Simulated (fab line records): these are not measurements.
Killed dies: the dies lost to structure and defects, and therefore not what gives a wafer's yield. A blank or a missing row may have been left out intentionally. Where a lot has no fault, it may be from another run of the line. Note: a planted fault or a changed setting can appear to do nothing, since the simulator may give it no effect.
Which tool did it?    flow n5-finfet    22 lots with 66 wafers sampled at 6 steps, on a route of 1938 steps

WHAT THE GAUGES READ, wafer by wafer
Not one reading of a measure or inspect step in the record can be checked against a usual standard deviation.

EACH LOT AND THE TOOL THAT RAN IT (in order: tool; ch and the chambers of the sampled wafers; start)
lot   N5_FIN_CUT_CUT_ETCH_26             N5_FIN_CUT_CUT_ETCH_15           N5_STI_FIN_REVEAL_STRIP_24         N5_STI_FIN_REVEAL_OXIDATION_31       N5_DUMMY_GATE_ETCH_29              N5_DUMMY_GATE_TRIM_49
L074  rie-diel-04 ch 2,3, day 2 03:51    rie-si-03 ch 0,3, day 2 04:03    rie-diel-05 ch 2,3, day 2 10:18    plasma-asher-02 ch 0,1, day 2 12:41  rie-diel-02 ch 1,2,3, day 3 02:33  rie-si-03 ch 0,2,3, day 3 02:43
L075  rie-diel-02 ch 1,2,3, day 2 14:49  rie-si-05 ch 0,1,3, day 2 15:01  rie-diel-05 ch 0,1, day 2 21:59    plasma-asher-02 ch 0,1, day 3 00:23  rie-diel-06 ch 1,2, day 3 16:16    rie-si-02 ch 2,3, day 3 16:25
L076  rie-diel-02 ch 1,2, day 2 15:43    rie-si-03 ch 0,2, day 2 15:55    rie-diel-03 ch 1,3, day 2 22:55    plasma-asher-01 ch 0,1, day 3 01:16  rie-diel-06 ch 2,3, day 3 12:24    rie-si-03 ch 0,3, day 3 12:34
L077  rie-diel-06 ch 0,2,3, day 2 23:33  rie-si-05 ch 0,2,3, day 2 23:53  rie-diel-03 ch 0,1,2, day 3 06:28  plasma-asher-02 ch 0, day 3 08:49    rie-diel-02 ch 1,2, day 3 22:17    rie-si-03 ch 0,2,3, day 3 22:27
L078  rie-diel-06 ch 1,2,3, day 3 04:32  rie-si-02 ch 0,2,3, day 3 04:44  rie-diel-03 ch 0,1, day 3 10:44    plasma-asher-01 ch 0,1, day 3 13:07  rie-diel-02 ch 0,3, day 4 02:18    rie-si-02 ch 0,1,3, day 4 02:28
L079  rie-diel-06 ch 1,2,3, day 3 08:55  rie-si-02 ch 0,1, day 3 09:07    rie-diel-01 ch 1,2,3, day 3 15:46  plasma-asher-01 ch 0,1, day 3 18:08  rie-diel-04 ch 1,3, day 4 03:53    rie-si-02 ch 0,3, day 4 04:03
L080  rie-diel-02 ch 1,2, day 3 15:17    rie-si-03 ch 0,1,2, day 3 15:28  rie-diel-01 ch 1,2,3, day 3 21:40  plasma-asher-02 ch 0,1, day 4 00:03  rie-diel-04 ch 1,2,3, day 4 10:14  rie-si-02 ch 0,2, day 4 10:24
L081  rie-diel-04 ch 0,3, day 3 20:59    rie-si-05 ch 1,2, day 3 21:11    rie-diel-01 ch 0,2, day 4 03:10    plasma-asher-02 ch 0,1, day 4 05:35  rie-diel-02 ch 0,1,3, day 4 15:02  rie-si-02 ch 0,1,2, day 4 15:12
L082  rie-diel-06 ch 1,3, day 4 02:31    rie-si-03 ch 0,1,3, day 4 02:42  rie-diel-01 ch 0,2, day 4 08:59    plasma-asher-02 ch 0,1, day 4 11:40  rie-diel-06 ch 0,1,2, day 4 20:58  rie-si-02 ch 0,2,3, day 4 21:08
L083  rie-diel-02 ch 1,3, day 4 10:03    rie-si-05 ch 1,2,3, day 4 10:15  rie-diel-01 ch 0,1,3, day 4 16:25  plasma-asher-02 ch 0,1, day 4 18:47  rie-diel-04 ch 0,1, day 5 04:40    rie-si-02 ch 0,1,3, day 5 04:49
L084  rie-diel-06 ch 0,1, day 4 15:26    rie-si-03 ch 0,1,2, day 4 15:38  rie-diel-03 ch 0,3, day 4 21:41    plasma-asher-02 ch 0,1, day 5 00:04  rie-diel-02 ch 0,1,2, day 5 09:59  rie-si-02 ch 0,2,3, day 5 10:08
L085  rie-diel-04 ch 1,3, day 4 21:47    rie-si-03 ch 0,1, day 4 21:58    rie-diel-03 ch 0,2,3, day 5 04:41  plasma-asher-02 ch 0, day 5 07:53    rie-diel-04 ch 0,1, day 5 20:03    rie-si-03 ch 0,3, day 5 20:13
L086  rie-diel-04 ch 1,3, day 5 08:26    rie-si-05 ch 0,1,2, day 5 08:38  rie-diel-03 ch 0,2, day 5 14:40    plasma-asher-01 ch 1, day 5 17:03    rie-diel-04 ch 0,1, day 6 07:55    rie-si-02 ch 1,2, day 6 08:05
L087  rie-diel-04 ch 0,3, day 5 12:15    rie-si-03 ch 0,1,2, day 5 12:26  rie-diel-05 ch 1,3, day 5 18:28    plasma-asher-01 ch 0,1, day 5 20:50  rie-diel-02 ch 0,1,3, day 6 11:04  rie-si-05 ch 0,1, day 6 11:13
L088  rie-diel-06 ch 1,3, day 5 16:44    rie-si-03 ch 0,1, day 5 16:56    rie-diel-01 ch 1,2,3, day 5 23:06  plasma-asher-01 ch 0,1, day 6 01:28  rie-diel-04 ch 0,3, day 6 11:59    rie-si-05 ch 1,2,3, day 6 12:08
L089  rie-diel-02 ch 0,2,3, day 6 00:26  rie-si-03 ch 0,1,3, day 6 00:37  rie-diel-03 ch 0,2,3, day 6 06:55  plasma-asher-02 ch 0,1, day 6 09:17  rie-diel-06 ch 0,1,2, day 6 19:44  rie-si-03 ch 1,2,3, day 6 19:53
L090  rie-diel-06 ch 0,1,2, day 6 03:17  rie-si-02 ch 2,3, day 6 03:29    rie-diel-01 ch 1,2, day 6 09:50    plasma-asher-01 ch 0, day 6 12:11    rie-diel-04 ch 1,3, day 6 21:45    rie-si-02 ch 1,2,3, day 6 21:55
L092  rie-diel-04 ch 0,1, day 6 16:57    rie-si-02 ch 0,2, day 6 17:19    rie-diel-01 ch 2,3, day 6 23:46    plasma-asher-02 ch 0,1, day 7 02:10  rie-diel-02 ch 0,3, day 7 11:34    rie-si-02 ch 0,1,3, day 7 11:43
L093  rie-diel-02 ch 0,1,2, day 6 21:30  rie-si-05 ch 1,2,3, day 6 21:41  rie-diel-05 ch 0,1,2, day 7 03:44  plasma-asher-01 ch 0,1, day 7 06:07  rie-diel-02 ch 1,2,3, day 7 15:33  rie-si-02 ch 0,2,3, day 7 15:43
L094  rie-diel-04 ch 0,1,3, day 7 03:58  rie-si-05 ch 0,3, day 7 04:10    rie-diel-03 ch 0,1, day 7 10:21    plasma-asher-02 ch 0,1, day 7 12:44  rie-diel-04 ch 0,1, day 7 22:04    rie-si-03 ch 0,2,3, day 7 22:13
L095  rie-diel-02 ch 0,1,2, day 7 09:28  rie-si-03 ch 0,1,3, day 7 09:39  rie-diel-05 ch 1,3, day 7 16:17    plasma-asher-02 ch 0,1, day 7 18:40  rie-diel-02 ch 0,1,3, day 8 05:04  rie-si-02 ch 0,1,3, day 8 05:14
L096  rie-diel-04 ch 0,1,3, day 7 15:04  rie-si-03 ch 0,1,3, day 7 15:15  rie-diel-03 ch 0,1,3, day 7 21:16  plasma-asher-02 ch 0,1, day 7 23:38  rie-diel-06 ch 0,1,2, day 8 09:54  rie-si-05 ch 0,2,3, day 8 10:04
- N5_FIN_CUT_CUT_ETCH_26: etches SiNx in CH3F/O2, target depth 39 nm, time 55.7 s.
- N5_FIN_CUT_CUT_ETCH_15: etches Si in HBr/Cl2/O2, target depth 100 nm, bt time 10 s, time 42.4 s.
- N5_STI_FIN_REVEAL_STRIP_24: strips in N2/H2, time 90 s.
- N5_STI_FIN_REVEAL_OXIDATION_31: chemistry O2 PLASMA REMOTE, time 20 s.
- N5_DUMMY_GATE_ETCH_29: etches underlayer in N2/H2, target depth 13 nm.
- N5_DUMMY_GATE_TRIM_49: chemistry O2, time 29 s, target cd 14 nm.

AS READ BY THE TOOLS THEMSELVES (means over the sampled wafers that have a number; for cases with no such wafer, the mark the record gives instead)
N5_FIN_CUT_CUT_ETCH_26.
lot   tool         drypump-motor-current-A (A)  oes-product-au (a.u.)  rf-vpp-V (V)  showerhead-plenum-p-Torr (Torr)  throttle-valve-pct (%)
L074  rie-diel-04  5.4                          0.84                   305           2.09                             16.31
L075  rie-diel-02  5.7                          0.72                   297           2.05                             16.62
L076  rie-diel-02  5.5                          0.71                   301           2.05                             16.59
L077  rie-diel-06  5.9                          0.79                   299           2.04                             16.33
L078  rie-diel-06  5.9                          0.79                   299           1.98                             16.36
L079  rie-diel-06  5.9                          0.80                   299           1.98                             16.36
L080  rie-diel-02  5.7                          0.75                   301           2.03                             16.55
L081  rie-diel-04  5.7                          0.86                   301           2.01                             16.22
L082  rie-diel-06  5.9                          0.76                   298           1.91                             16.54
L083  rie-diel-02  5.9                          0.90                   293           2.04                             16.32
L084  rie-diel-06  5.9                          0.89                   298           2.00                             16.15
L085  rie-diel-04  5.7                          0.77                   293           2.01                             16.41
L086  rie-diel-04  5.7                          0.76                   293           2.01                             16.41
L087  rie-diel-04  5.7                          0.83                   299           2.00                             16.24
L088  rie-diel-06  5.9                          0.75                   299           1.91                             16.56
L089  rie-diel-02  5.9                          0.88                   295           2.00                             16.32
L090  rie-diel-06  5.9                          0.80                   298           2.01                             16.19
L092  rie-diel-04  5.9                          0.68                   296           1.96                             16.64
L093  rie-diel-02  5.9                          0.80                   301           1.98                             16.42
L094  rie-diel-04  5.8                          0.75                   297           1.98                             16.47
L095  rie-diel-02  5.9                          0.80                   300           1.98                             16.43
L096  rie-diel-04  5.8                          0.73                   297           1.97                             16.47

N5_FIN_CUT_CUT_ETCH_15.
lot   tool       drypump-motor-current-A (A)  he-backside-leak-sccm (sccm)  oes-product-au (a.u.)  throttle-valve-pct (%)
L074  rie-si-03  6.1                          2.8                           1.006                  37.19
L075  rie-si-05  5.3                          3.1                           0.999                  37.34
L076  rie-si-03  5.8                          2.6                           1.011                  37.39
L077  rie-si-05  5.0                          2.9                           1.001                  37.19
L078  rie-si-02  5.8                          3.1                           1.006                  36.95
L079  rie-si-02  5.3                          3.0                           1.007                  37.05
L080  rie-si-03  5.7                          2.9                           1.015                  37.47
L081  rie-si-05  5.6                          2.7                           0.999                  37.13
L082  rie-si-03  5.8                          2.9                           1.015                  37.36
L083  rie-si-05  5.4                          2.9                           1.006                  37.20
L084  rie-si-03  5.7                          2.9                           1.008                  37.47
L085  rie-si-03  5.7                          2.5                           1.016                  37.46
L086  rie-si-05  5.3                          2.7                           0.997                  37.12
L087  rie-si-03  5.7                          2.9                           1.009                  37.47
L088  rie-si-03  5.6                          3.0                           1.020                  37.54
L089  rie-si-03  5.8                          2.8                           1.012                  37.37
L090  rie-si-02  6.1                          3.0                           1.009                  37.02
L092  rie-si-02  5.5                          3.2                           1.002                  36.90
L093  rie-si-05  5.4                          2.8                           1.005                  37.21
L094  rie-si-05  5.0                          3.1                           0.997                  37.34
L095  rie-si-03  5.8                          2.8                           1.009                  37.37
L096  rie-si-03  5.8                          2.9                           1.010                  37.36

N5_STI_FIN_REVEAL_STRIP_24.
lot   tool         drypump-motor-current-A (A)  oes-product-au (a.u.)  rf-vpp-V (V)  showerhead-plenum-p-Torr (Torr)  throttle-valve-pct (%)
L074  rie-diel-05  4.9                          0.93                   45.7          3.59                             12.05
L075  rie-diel-05  6.0                          0.89                   45.2          3.30                             12.16
L076  rie-diel-03  6.0                          0.77                   45.7          3.31                             12.39
L077  rie-diel-03  5.4                          0.82                   46.2          3.46                             12.18
L078  rie-diel-03  5.6                          0.81                   46.3          3.51                             12.17
L079  rie-diel-01  5.2                          0.82                   45.7          3.49                             12.14
L080  rie-diel-01  5.1                          0.82                   45.1          3.49                             12.15
L081  rie-diel-01  5.9                          0.83                   45.1          3.46                             12.14
L082  rie-diel-01  5.9                          0.83                   46.3          3.46                             12.15
L083  rie-diel-01  5.7                          0.84                   44.7          3.47                             12.06
L084  rie-diel-03  5.9                          0.75                   45.0          3.44                             12.29
L085  rie-diel-03  5.8                          0.75                   45.0          3.39                             12.32
L086  rie-diel-03  5.6                          0.77                   45.7          3.49                             12.22
L087  rie-diel-05  5.3                          0.88                   46.7          3.40                             12.17
L088  rie-diel-01  5.2                          0.79                   45.0          3.48                             12.19
L089  rie-diel-03  5.8                          0.75                   45.3          3.38                             12.34
L090  rie-diel-01  5.1                          0.79                   45.6          3.47                             12.25
L092  rie-diel-01  5.1                          0.73                   46.1          3.48                             12.36
L093  rie-diel-05  5.8                          0.87                   45.4          3.39                             12.22
L094  rie-diel-03  5.5                          0.77                   46.2          3.49                             12.25
L095  rie-diel-05  5.0                          0.85                   44.9          3.47                             12.17
L096  rie-diel-03  5.8                          0.75                   45.8          3.39                             12.37

N5_STI_FIN_REVEAL_OXIDATION_31.
lot   tool             drypump-motor-current-A (A)  heater-power-w (W)
L074  plasma-asher-02  5.6                          171
L075  plasma-asher-02  5.6                          174
L076  plasma-asher-01  5.8                          133
L077  plasma-asher-02  6.3                          171
L078  plasma-asher-01  5.9                          140
L079  plasma-asher-01  5.9                          141
L080  plasma-asher-02  5.9                          172
L081  plasma-asher-02  6.0                          171
L082  plasma-asher-02  5.9                          176
L083  plasma-asher-02  6.0                          173
L084  plasma-asher-02  5.6                          169
L085  plasma-asher-02  6.3                          172
L086  plasma-asher-01  6.0                          148
L087  plasma-asher-01  5.8                          133
L088  plasma-asher-01  5.8                          132
L089  plasma-asher-02  5.6                          173
L090  plasma-asher-01  5.7                          124
L092  plasma-asher-02  5.9                          171
L093  plasma-asher-01  5.8                          131
L094  plasma-asher-02  5.9                          173
L095  plasma-asher-02  5.6                          169
L096  plasma-asher-02  5.9                          173

N5_DUMMY_GATE_ETCH_29.
lot   tool         drypump-motor-current-A (A)  oes-product-au (a.u.)  rf-vpp-V (V)  showerhead-plenum-p-Torr (Torr)  throttle-valve-pct (%)
L074  rie-diel-02  5.7                          0.71                   525.0         2.60                             18.18
L075  rie-diel-06  5.9                          0.75                   525.1         2.58                             17.75
L076  rie-diel-06  5.9                          0.80                   526.2         2.62                             17.81
L077  rie-diel-02  5.5                          0.70                   526.0         2.59                             18.18
L078  rie-diel-02  6.3                          0.82                   523.1         2.48                             17.90
L079  rie-diel-04  5.5                          0.85                   525.2         2.58                             17.81
L080  rie-diel-04  5.5                          0.80                   525.3         2.60                             17.92
L081  rie-diel-02  6.1                          0.82                   524.0         2.52                             17.96
L082  rie-diel-06  5.9                          0.82                   525.0         2.56                             17.68
L083  rie-diel-04  6.1                          0.70                   521.0         2.45                             18.20
L084  rie-diel-02  5.9                          0.82                   523.7         2.52                             18.01
L085  rie-diel-04  6.1                          0.69                   521.4         2.45                             18.22
L086  rie-diel-04  6.1                          0.69                   520.9         2.45                             18.22
L087  rie-diel-02  6.1                          0.80                   523.4         2.52                             17.99
L088  rie-diel-04  6.1                          0.75                   521.7         2.47                             18.06
L089  rie-diel-06  5.9                          0.80                   523.4         2.55                             17.71
L090  rie-diel-04  5.6                          0.75                   524.5         2.55                             18.03
L092  rie-diel-02  6.1                          0.84                   523.3         2.53                             17.86
L093  rie-diel-02  5.7                          0.86                   524.3         2.58                             17.93
L094  rie-diel-04  6.0                          0.67                   522.7         2.48                             18.21
L095  rie-diel-02  6.1                          0.78                   523.5         2.51                             18.01
L096  rie-diel-06  5.9                          0.77                   523.9         2.55                             17.73

N5_DUMMY_GATE_TRIM_49.
lot   tool       drypump-motor-current-A (A)  he-backside-leak-sccm (sccm)  oes-product-au (a.u.)  throttle-valve-pct (%)
L074  rie-si-03  5.9                          3.0                           0.993                  8.05
L075  rie-si-02  6.2                          3.0                           1.009                  8.07
L076  rie-si-03  5.9                          2.5                           1.004                  7.98
L077  rie-si-03  5.9                          2.9                           1.005                  8.05
L078  rie-si-02  5.6                          3.1                           1.000                  8.12
L079  rie-si-02  5.8                          3.1                           1.007                  8.14
L080  rie-si-02  5.9                          3.0                           1.008                  8.28
L081  rie-si-02  5.6                          2.8                           1.011                  8.18
L082  rie-si-02  5.8                          3.0                           1.002                  8.19
L083  rie-si-02  5.5                          2.9                           1.008                  8.13
L084  rie-si-02  5.9                          3.1                           1.002                  8.21
L085  rie-si-03  5.9                          2.4                           1.003                  7.98
L086  rie-si-02  6.0                          2.8                           1.011                  8.14
L087  rie-si-05  5.6                          2.8                           1.002                  8.13
L088  rie-si-05  5.3                          2.9                           1.003                  8.22
L089  rie-si-03  5.9                          3.1                           1.007                  8.15
L090  rie-si-02  5.9                          2.8                           1.005                  8.05
L092  rie-si-02  5.6                          3.0                           1.010                  8.14
L093  rie-si-02  5.8                          3.1                           1.005                  8.21
L094  rie-si-03  6.0                          2.9                           0.999                  8.05
L095  rie-si-02  5.6                          2.9                           1.005                  8.12
L096  rie-si-05  5.0                          2.9                           1.004                  8.12

THE ANSWER, worked out from the rows above alone
Rule: usual is defined by the lots themselves. The widest of any qualifying gaps counts: lots, ordered by their means at a reading, are off when they make up no more than a third of the lots, leave a main group of 4 or more, and stand apart from it by 3 or more times the standard deviation of that group's means. If all means in a main group match to the digits the tables above print for the reading, that group is not used. Also off: a lot with no number at a reading for which 4 or more lots have one. Any other lot the step has rows for is counted as sound. After the gauges, taken in route order, come the tools' own readings; for these a lot's mean is taken, as printed above. The first step at which some lot is off is used, and at that step the reading that is off furthest; a lot without a number counts as furthest.
None of the lots is off at any reading shown; this tells nothing.

WHAT HAD BEEN PUT IN BY THE SIMULATOR
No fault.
